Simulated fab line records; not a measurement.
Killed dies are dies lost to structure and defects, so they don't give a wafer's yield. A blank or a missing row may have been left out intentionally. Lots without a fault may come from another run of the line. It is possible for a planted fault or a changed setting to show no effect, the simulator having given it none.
Matching of chambers :: flow n5-finfet :: pecvd-03 running N5_BEOL_M4_DEP_57: 3 sister chambers
The step deposits SiCN from 3MS/NH3, target thk 8 nm, time 14 s. 33 wafers are shown with their chamber, then 12 later ones without.

== EACH WAFER AND ITS CHAMBER ==
wafer: L075.3
chamber: 2
throttle-valve-pct (%): 9.2
showerhead-plenum-p-Torr (Torr): 3.669

wafer: L075.4
chamber: 2
throttle-valve-pct (%): 9.0
showerhead-plenum-p-Torr (Torr): 3.666

wafer: L075.6
chamber: 0
throttle-valve-pct (%): 9.1
showerhead-plenum-p-Torr (Torr): 3.663

wafer: L076.3
chamber: 1
throttle-valve-pct (%): 8.3
showerhead-plenum-p-Torr (Torr): 3.663

wafer: L076.4
chamber: 2
throttle-valve-pct (%): 8.9
showerhead-plenum-p-Torr (Torr): 3.667

wafer: L076.6
chamber: 1
throttle-valve-pct (%): 8.1
showerhead-plenum-p-Torr (Torr): 3.655

wafer: L077.2
chamber: 0
throttle-valve-pct (%): 9.1
showerhead-plenum-p-Torr (Torr): 3.666

wafer: L077.5
chamber: 2
throttle-valve-pct (%): 9.1
showerhead-plenum-p-Torr (Torr): 3.662

wafer: L077.6
chamber: 1
throttle-valve-pct (%): 8.3
showerhead-plenum-p-Torr (Torr): 3.658

wafer: L080.1
chamber: 2
throttle-valve-pct (%): 9.4
showerhead-plenum-p-Torr (Torr): 3.656

wafer: L080.2
chamber: 1
throttle-valve-pct (%): 7.8
showerhead-plenum-p-Torr (Torr): 3.648

wafer: L080.4
chamber: 2
throttle-valve-pct (%): 9.0
showerhead-plenum-p-Torr (Torr): 3.667

wafer: L079.1
chamber: 1
throttle-valve-pct (%): 8.3
showerhead-plenum-p-Torr (Torr): 3.648

wafer: L079.3
chamber: 2
throttle-valve-pct (%): 9.0
showerhead-plenum-p-Torr (Torr): 3.671

wafer: L079.5
chamber: 1
throttle-valve-pct (%): 8.0
showerhead-plenum-p-Torr (Torr): 3.648

wafer: L083.3
chamber: 1
throttle-valve-pct (%): 8.1
showerhead-plenum-p-Torr (Torr): 3.660

wafer: L083.4
chamber: 0
throttle-valve-pct (%): 8.5
showerhead-plenum-p-Torr (Torr): 3.664

wafer: L083.5
chamber: 1
throttle-valve-pct (%): 8.1
showerhead-plenum-p-Torr (Torr): 3.647

wafer: L084.3
chamber: 0
throttle-valve-pct (%): 8.8
showerhead-plenum-p-Torr (Torr): 3.662

wafer: L084.4
chamber: 1
throttle-valve-pct (%): 8.3
showerhead-plenum-p-Torr (Torr): 3.654

wafer: L084.6
chamber: 1
throttle-valve-pct (%): 8.2
showerhead-plenum-p-Torr (Torr): 3.641

wafer: L086.2
chamber: 0
throttle-valve-pct (%): 8.9
showerhead-plenum-p-Torr (Torr): 3.661

wafer: L086.3
chamber: 1
throttle-valve-pct (%): 8.5
showerhead-plenum-p-Torr (Torr): 3.650

wafer: L086.5
chamber: 0
throttle-valve-pct (%): 9.0
showerhead-plenum-p-Torr (Torr): 3.670

wafer: L087.3
chamber: 2
throttle-valve-pct (%): 9.0
showerhead-plenum-p-Torr (Torr): 3.663

wafer: L087.4
chamber: 1
throttle-valve-pct (%): 8.1
showerhead-plenum-p-Torr (Torr): 3.647

wafer: L087.5
chamber: 0
throttle-valve-pct (%): 9.0
showerhead-plenum-p-Torr (Torr): 3.656

wafer: L088.1
chamber: 0
throttle-valve-pct (%): 8.9
showerhead-plenum-p-Torr (Torr): 3.668

wafer: L088.3
chamber: 1
throttle-valve-pct (%): 8.5
showerhead-plenum-p-Torr (Torr): 3.645

wafer: L088.5
chamber: 1
throttle-valve-pct (%): 8.3
showerhead-plenum-p-Torr (Torr): 3.648

wafer: L089.1
chamber: 1
throttle-valve-pct (%): 8.4
showerhead-plenum-p-Torr (Torr): 3.654

wafer: L089.5
chamber: 2
throttle-valve-pct (%): 9.3
showerhead-plenum-p-Torr (Torr): 3.664

wafer: L089.6
chamber: 1
throttle-valve-pct (%): 8.4
showerhead-plenum-p-Torr (Torr): 3.646

SIGNATURES (means of the wafers above)
reading: throttle-valve-pct
chamber 0: 8.912
chamber 1: 8.231
chamber 2: 9.100
scatter within a chamber: 0.185

reading: showerhead-plenum-p-Torr
chamber 0: 3.66375
chamber 1: 3.65075
chamber 2: 3.66500
scatter within a chamber: 0.00525
Rule: for each reading, subtract the chamber's mean from the wafer's reading, divide by that reading's scatter and square the result; add these up over the readings and take the root, which gives the wafer's distance from the chamber. The wafer belongs to the nearest chamber; if the next one is less than 2 further off, it can't be placed. The scatter is the square root of a quotient: the sum, over the shown wafers, of each reading's squared deviation from its chamber's mean, divided by wafers minus chambers.

== WAFERS WHOSE CHAMBER IS MISSING ==
wafer: L091.1
throttle-valve-pct (%): 8.9
showerhead-plenum-p-Torr (Torr): 3.666

wafer: L091.2
throttle-valve-pct (%): 8.2
showerhead-plenum-p-Torr (Torr): 3.660

wafer: L091.6
throttle-valve-pct (%): 8.9
showerhead-plenum-p-Torr (Torr): 3.660

wafer: L092.1
throttle-valve-pct (%): 8.5
showerhead-plenum-p-Torr (Torr): 3.652

wafer: L092.3
throttle-valve-pct (%): 8.9
showerhead-plenum-p-Torr (Torr): 3.658

wafer: L092.4
throttle-valve-pct (%): 9.1
showerhead-plenum-p-Torr (Torr): 3.663

wafer: L095.2
throttle-valve-pct (%): 9.2
showerhead-plenum-p-Torr (Torr): 3.660

wafer: L095.3
throttle-valve-pct (%): 8.2
showerhead-plenum-p-Torr (Torr): 3.657

wafer: L095.5
throttle-valve-pct (%): 8.9
showerhead-plenum-p-Torr (Torr): 3.660

wafer: L097.1
throttle-valve-pct (%): 9.0
showerhead-plenum-p-Torr (Torr): 3.656

wafer: L097.3
throttle-valve-pct (%): 9.2
showerhead-plenum-p-Torr (Torr): 3.662

wafer: L097.5
throttle-valve-pct (%): 9.0
showerhead-plenum-p-Torr (Torr): 3.660

== WHICH CHAMBER EACH ONE RAN IN ==
wafer: L091.1
from the rows above: can't be placed: 0 or 2
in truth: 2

wafer: L091.2
from the rows above: 1
in truth: 1

wafer: L091.6
from the rows above: can't be placed: 0 or 2
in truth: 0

wafer: L092.1
from the rows above: can't be placed: 1 or 0
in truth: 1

wafer: L092.3
from the rows above: can't be placed: 0 or 2
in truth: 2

wafer: L092.4
from the rows above: can't be placed: 2 or 0
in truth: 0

wafer: L095.2
from the rows above: can't be placed: 2 or 0
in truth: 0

wafer: L095.3
from the rows above: 1
in truth: 1

wafer: L095.5
from the rows above: can't be placed: 0 or 2
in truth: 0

wafer: L097.1
from the rows above: can't be placed: 0 or 2
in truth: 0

wafer: L097.3
from the rows above: can't be placed: 2 or 0
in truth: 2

wafer: L097.5
from the rows above: can't be placed: 0 or 2
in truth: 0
Correct placement for 2 of the 12. Not placeable from these rows: 10 (in 10, the candidates include the true chamber). Wrongly placed: 0.
